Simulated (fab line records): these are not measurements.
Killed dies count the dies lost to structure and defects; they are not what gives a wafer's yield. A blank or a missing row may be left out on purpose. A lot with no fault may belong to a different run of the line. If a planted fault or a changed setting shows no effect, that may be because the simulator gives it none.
fab line records	flow nand_harc
record lots=5	wafers=15	last_day=32
route steps=1302 shown A_SLIT@942 A_SIN_REMOVE@947 A_WL_FILL@952 END@1302
lots that met no fault: from a run of the same line without faults
start_h: start of the lot's first displayed wafer, in hours after the record's first day	wait_h: hours elapsed since this lot's preceding step	" identical to the entry in the row above	L1.1+2: one row covering several wafers at once	- value missing, or start not given	* or withheld: withheld	< > ~ a bound
route shown NAME@n: names a module that has steps shown in the file, with the first one's number in the route	usual: mean/standard deviation taken from wafers without a fault	same: alike in all rows	chamber/n: place in a boat	sites: the reading at each site	_std_site: the values' standard deviation	_edge_site: mean of outer sites minus mean of inner sites	radius_mm: how far each site lies from the wafer's centre	mask NAME#n: copy n	behind: the most recent tool/chamber to have shaped the wafer	hold: why the lot was held/for how many hours/how that ended	device: whichever transistor did not switch (one of n, p or np)	end of line: the route-end tests of the same wafers	step lacking rows: just its recipe	killed: at the first sort, the dies lost to defects and structure; wafer yield is something else	map: the dies of a wafer, with x for killed, . for not killed, _ for no die there
set.NAME: setting as actually run; set.NAME@STEP: the setting as run at that earlier step	model.NAME: the simulator's own value behind a step, which no gauge read
certain route steps with their lots: each step a table, each wafer a row
services: the hour from which a tool's chamber was out of use, counted from the record's first day as start_h (under 0 if before that day), plus the number of hours and why
## steps
# step NHARC_A_SLIT_ETCH_29
# recipe target_depth_a=1000	overetch_a=100	time_s=55	ion_energy_ev=100	cf4_flow_sccm=80	o2_flow_sccm=20	ar_flow_sccm=0	rf_w=300	bias_w=100	chemistry=CF4/O2
# usual drypump_motor_current_A=5.8/0.55	oes_o_777_au=1.000/0.0048	oes_product_au=0.999/0.012	rf_vpp_V=197.4/1.3	showerhead_plenum_p_Torr=1.32/0.05	throttle_valve_pct=13.397/0.0087
lot.wafer	tool	chamber	start_h	wait_h	drypump_motor_current_A	oes_o_777_au	oes_product_au	rf_hours_counter_h	rf_vpp_V	showerhead_plenum_p_Torr	throttle_valve_pct
L884.1	rie_diel-09	2	510.51	0.1	5.0	1.003	1.006	0	195.9	1.30	13.395
L884.2	"	3	"	"	6.8	1.002	0.994	0	197.5	1.36	13.410
L884.6	"	1	"	"	5.7	1.000	0.999	-	195.2	1.24	13.407
L885.3	rie_diel-09	0	540.02	0.1	5.7	1.003	0.988	1	197.2	1.29	13.391
L885.4	"	2	"	"	5.0	1.005	0.998	1	197.5	1.30	13.391
L885.5	"	0	"	"	5.7	1.005	0.978	-	196.5	1.29	13.387
L894.2	rie_diel-09	3	609.80	0.1	6.8	1.007	0.993	3	198.2	1.35	13.397
L894.4	"	0	"	"	5.6	1.004	0.991	3	196.5	1.29	13.409
L894.5	"	3	"	"	6.8	0.999	0.994	-	199.1	1.35	13.407
L897.4	rie_diel-09	2	643.16	0.1	5.0	0.998	0.974	3	196.8	1.29	13.415
L897.2	"	3	"	"	6.8	1.004	0.987	6	197.7	1.35	13.395
L897.5	"	0	"	"	5.7	1.002	0.986	-	197.2	1.28	13.401
L899.2	rie_diel-04	0	661.69	0.1	6.2	1.005	0.993	8	198.1	1.36	13.389
L899.5	"	1	"	"	5.7	1.003	1.024	-	197.8	1.30	13.398
L899.4	"	3	"	"	5.0	0.992	0.992	-	196.2	1.31	13.383
# step NHARC_A_SLIT_STRIP_18
# recipe o2_flow_sccm=500	ar_flow_sccm=0	bias_w=0	chemistry=O2
# usual drypump_motor_current_A=5.8/0.55	oes_product_au=1.001/0.011	rf_vpp_V=57.8/0.85	showerhead_plenum_p_Torr=3.49/0.13	throttle_valve_pct=17.036/0.0092
lot.wafer	tool	chamber	start_h	wait_h	drypump_motor_current_A	oes_product_au	rf_hours_counter_h	rf_vpp_V	showerhead_plenum_p_Torr	throttle_valve_pct
L884.1	rie_diel-09	1	-	-	5.8	1.009	0	57.3	3.29	17.047
L884.2	"	2	"	"	5.0	0.994	0	58.7	3.43	17.053
L884.6	"	2	"	"	5.0	0.998	-	58.0	3.43	17.042
L885.3	rie_diel-09	2	-	-	5.0	0.992	1	57.3	3.43	17.024
L885.4	"	1	"	"	5.8	1.007	1	58.8	3.29	17.053
L885.5	"	3	"	"	6.8	1.001	-	58.0	3.58	17.030
L894.2	rie_diel-09	1	-	-	5.8	1.002	3	57.6	3.29	17.034
L894.4	"	2	"	"	5.0	0.994	2	56.3	3.43	17.044
L894.5	"	1	"	"	5.8	1.003	-	57.6	3.29	17.045
L897.4	rie_diel-09	1	-	-	5.8	1.001	6	57.3	3.28	17.055
L897.2	"	2	"	"	5.0	0.989	3	58.8	3.43	17.035
L897.5	"	1	"	"	5.8	1.006	-	57.3	3.28	17.035
L899.2	rie_diel-04	0	-	-	6.2	0.995	8	58.2	3.60	17.042
L899.5	"	3	"	"	5.0	1.002	-	57.9	3.48	17.046
L899.4	"	0	"	"	6.2	0.994	-	57.6	3.60	17.025
# step NHARC_A_SLIT_PRECLEAN_19
# recipe time_s=*	temp_c=50	bath_age_min=0	chemistry=SC1
# step NHARC_A_SLIT_SRD_20
# step NHARC_A_SLIT_CD_MEAS_21
# usual cd_nm=289.7/1.1
lot.wafer	tool	chamber	start_h	wait_h	cd_nm
L884.1	cd_sem-01	-	511.03	-	291.6
L884.2	"	-	"	"	289.7
L884.6	"	-	"	"	290.9
L885.3	cd_sem-03	-	540.56	-	288.9
L885.4	"	-	"	"	289.9
L885.5	"	-	"	"	290.9
L894.2	cd_sem-01	-	610.33	-	288.1
L894.4	"	-	"	"	288.6
L894.5	"	-	"	"	288.4
L897.2	cd_sem-03	-	643.69	-	289.3
L897.4	"	-	"	"	289.5
L897.5	"	-	"	"	291.1
L899.2	cd_sem-02	-	662.28	-	290.6
L899.4	"	-	"	"	291.4
L899.5	"	-	"	"	291.0
# step NHARC_A_SIN_REMOVE_WET_00
# recipe temp_c=160	time_s=15300	chemistry=H3PO4
# step NHARC_A_SIN_REMOVE_PRECLEAN_01
# recipe time_s=*	temp_c=50	bath_age_min=0	chemistry=SC1
# step NHARC_A_SIN_REMOVE_SRD_02
# step NHARC_A_SIN_REMOVE_INSPECT_04
# usual raw_defect_count=385/83
lot.wafer	tool	chamber	start_h	wait_h	raw_defect_count
L884.1	defect_inspect-02	-	517.62	0.0	427
L884.2	"	-	"	"	391
L884.6	"	-	"	"	392
L885.3	defect_inspect-01	-	547.19	0.0	476
L885.4	"	-	"	"	379
L885.5	"	-	"	"	541
L894.2	defect_inspect-02	-	615.84	0.0	491
L894.4	"	-	"	"	431
L894.5	"	-	"	"	534
L897.2	defect_inspect-02	-	650.34	0.0	276
L897.4	"	-	"	"	393
L897.5	"	-	"	"	315
L899.2	defect_inspect-02	-	669.02	0.0	419
L899.4	"	-	"	"	505
L899.5	"	-	"	"	454
# step NHARC_A_WL_FILL_ALD_00
# recipe target_thk_a=30	pulse_time_s=3	ald_cycles=30	temp_c=300	material=Al2O3
# usual ald_cycles=30/0	heater_power_w=476/48	precursor_pulse_height_rel=0.996/0.02	susceptor_temp_C=300.01/0.2
# same pulse_time_s=3
lot.wafer	tool	chamber	start_h	wait_h	ald_cycles	heater_power_w	precursor_pulse_height_rel	susceptor_temp_C
L884.2	ald_hk-04	2	517.72	0.1	30	440	0.995	300.11
L884.1	"	3	"	"	30	494	0.991	300.27
L884.6	"	1	"	"	30	464	1.005	300.18
L885.3	ald_hk-03	0	547.31	0.1	30	473	0.955	299.88
L885.4	"	1	"	"	30	420	0.969	299.63
L885.5	"	2	"	"	30	558	0.986	300.05
L894.4	ald_hk-02	2	615.90	0.1	30	399	1.003	299.79
L894.2	"	3	"	"	30	432	1.002	300.05
L894.5	"	3	"	"	30	445	0.964	299.99
L897.4	ald_hk-03	2	650.42	0.1	30	543	0.999	-
L897.2	"	0	"	"	30	483	0.998	-
L897.5	"	2	"	"	30	548	1.009	-
L899.4	ald_hk-03	1	669.09	0.1	30	434	0.996	300.06
L899.2	"	2	"	"	30	547	1.020	299.77
L899.5	"	2	"	"	30	549	0.998	299.70
# step NHARC_A_WL_FILL_RTA_01
# recipe temp_c=1000	time_s=5
# usual lamp_power_pct=32.9/2.7	lamp_zone_5_pct=32.9/2.7	wafer_temp_C_max=1006.7/1.5
lot.wafer	tool	chamber	start_h	wait_h	lamp_power_pct	lamp_zone_5_pct	wafer_temp_C_max
L884.1	rtp_anneal-01	0	517.96	-	31.0	31.0	1006.5
L884.2	"	0	"	"	31.0	31.0	1007.1
L884.6	"	0	"	"	31.0	31.0	1007.3
L885.3	rtp_anneal-02	0	547.61	-	36.7	36.6	1005.6
L885.4	"	0	"	"	36.7	36.7	1005.2
L885.5	"	0	"	"	36.7	36.7	1005.2
L894.2	rtp_anneal-01	0	616.19	-	31.0	31.0	1006.7
L894.4	"	0	"	"	31.0	31.1	1006.9
L894.5	"	0	"	"	31.0	31.0	1006.1
L897.2	rtp_anneal-01	0	650.68	-	31.0	31.1	1007.9
L897.4	"	0	"	"	31.0	30.9	1011.8
L897.5	"	0	"	"	31.1	31.0	1006.1
L899.2	rtp_anneal-01	0	669.38	-	31.0	31.0	1007.0
L899.4	"	0	"	"	31.0	31.0	1007.0
L899.5	"	0	"	"	30.9	31.0	1006.5
# step NHARC_A_WL_FILL_ALD_02
# recipe target_thk_a=20	pulse_time_s=3	ald_cycles=100	temp_c=450	material=TiN
# usual ald_cycles=100/0	heater_power_w=1106/150	precursor_pulse_height_rel=1.001/0.021	susceptor_temp_C=449.99/0.25
# same pulse_time_s=3
lot.wafer	tool	chamber	start_h	wait_h	ald_cycles	heater_power_w	precursor_pulse_height_rel	susceptor_temp_C
L884.1	ald_metal-01	3	518.18	0.2	100	913	1.031	449.91
L884.2	"	2	"	"	100	1202	0.991	449.91
L884.6	"	3	"	"	100	936	1.009	450.17
L885.4	ald_metal-04	0	547.87	0.2	94	1065	0.973	450.14
L885.3	"	1	"	"	100	1131	0.985	449.96
L885.5	"	2	"	"	100	1066	0.997	449.77
L894.2	ald_metal-04	2	616.46	0.2	100	1051	0.989	449.95
L894.4	"	3	"	"	100	1489	1.005	449.77
L894.5	"	1	"	"	100	1120	0.984	450.01
L897.4	ald_metal-04	2	650.87	0.1	100	1039	0.993	449.70
L897.2	"	0	"	"	100	1057	0.995	450.21
L897.5	"	3	"	"	100	1428	0.999	450.30
L899.2	ald_metal-03	2	669.57	0.2	100	1132	1.016	450.09
L899.5	"	2	"	"	100	1136	0.989	450.16
L899.4	"	0	"	"	100	938	1.000	450.53
# step NHARC_END_SORT_01
# recipe temp_c=25
# usual killed_at_array=57/21	killed_at_other=0.9/1.2	killed_at_periphery=4.2/2.9	killed_dies=62/21	killed_open=3.2/1.8	killed_short=2.4/1.5
# same gross_dies=677
lot.wafer	tool	chamber	start_h	wait_h	killed_at_array	killed_at_other	killed_at_periphery	killed_dies	killed_open	killed_short
L897.2	prober-01	0	749.93	2.8	25	1	2	28	4	2
L897.4	prober-01	0	751.51	3.4	25	1	5	31	2	6
L897.5	prober-01	0	752.30	3.7	23	3	2	28	2	4
# killed by level:class
L897.2 A_CHANNEL_HOLE_D1:chamber_film_flake=11 A_ZERO_WELL:chamber_film_flake=2 A_STAIRCASE:chamber_film_flake=2 A_SLIT:chamber_film_flake=2 A_CONTACT:chamber_film_flake=2 P_GATE:geometric_particle:open=1 A_SOURCE_PLATE:geometric_particle:short=1 A_CHANNEL_FILL_D1:geometric_particle:open=1
L897.4 A_CHANNEL_HOLE_D1:chamber_film_flake=6 A_STAIRCASE:chamber_film_flake=5 A_CONTACT:chamber_film_flake=4 P_GATE:chamber_film_flake=3 A_SLIT:chamber_film_flake=3 P_GATE:geometric_particle:open=1 P_M0:geometric_particle:short=1 A_SOURCE_PLATE:geometric_particle:short=1
L897.5 A_CHANNEL_HOLE_D1:chamber_film_flake=7 A_SLIT:chamber_film_flake=4 A_CONTACT:chamber_film_flake=4 THIN_TSV:chamber_film_flake=3 A_STAIRCASE:chamber_film_flake=2 P_M0:geometric_particle:short=1 A_ONON_D1:geometric_particle:open=1 A_CHANNEL_FILL_D2:geometric_particle:short=1
## services
tool	chamber	start_h	hours	kind
ald_metal-01	2	491.66	15.9	repair
rie_diel-09	-	497.59	9.0	pm
rie_diel-09	0	497.59	9.0	vent_cycle
rie_diel-09	1	497.59	9.0	vent_cycle
rie_diel-09	2	497.59	9.0	vent_cycle
rie_diel-09	3	497.59	9.0	vent_cycle
rie_diel-09	0	506.59	-	clean
rie_diel-09	1	506.59	-	clean
ald_metal-04	-	514.86	2.7	repair
ald_metal-01	-	526.00	10.0	pm
rie_diel-09	-	531.29	6.0	repair
rie_diel-04	-	531.90	9.0	pm
ald_metal-03	2	540.35	7.5	repair
ald_metal-03	-	568.00	10.0	pm
ald_hk-03	-	571.59	10.0	pm
rie_diel-04	3	571.89	9.2	repair
rie_diel-09	-	579.40	3.3	repair
ald_metal-03	0	580.55	18.7	repair
rie_diel-09	2	596.87	9.9	repair
rie_diel-09	2	611.48	26.6	repair
ald_hk-04	-	626.43	1.6	repair
rie_diel-04	2	626.79	2.9	repair
ald_metal-04	-	652.00	10.0	pm
rie_diel-04	2	653.33	14.9	repair
## key
first_sign step=NHARC_A_WL_FILL_ALD_02	reading=ald_cycles	direction=down	sigmas=99+	usual=100	struck=94
effect none on later readings
met_at NHARC_A_WL_FILL_ALD_02
struck_wafers L885.4
tester_left_out L885
fault kind=process_parameter_drift	tool=ald_metal-04	chamber=0	onset_h=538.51	steps=NHARC_A_WL_FILL_ALD_02	channel=ald_cycles	offset=-6	shape=step	end_h=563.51	acts_in=these_recipes_only	stated=100
# tester_left_out: of these lots the tester's yield and bins aren't shown, on N5 and GAA mostly nor the transistor test; their killed dies are dies lost to structure and defects alone, not to doping, threshold or leakage, so they don't give the yield
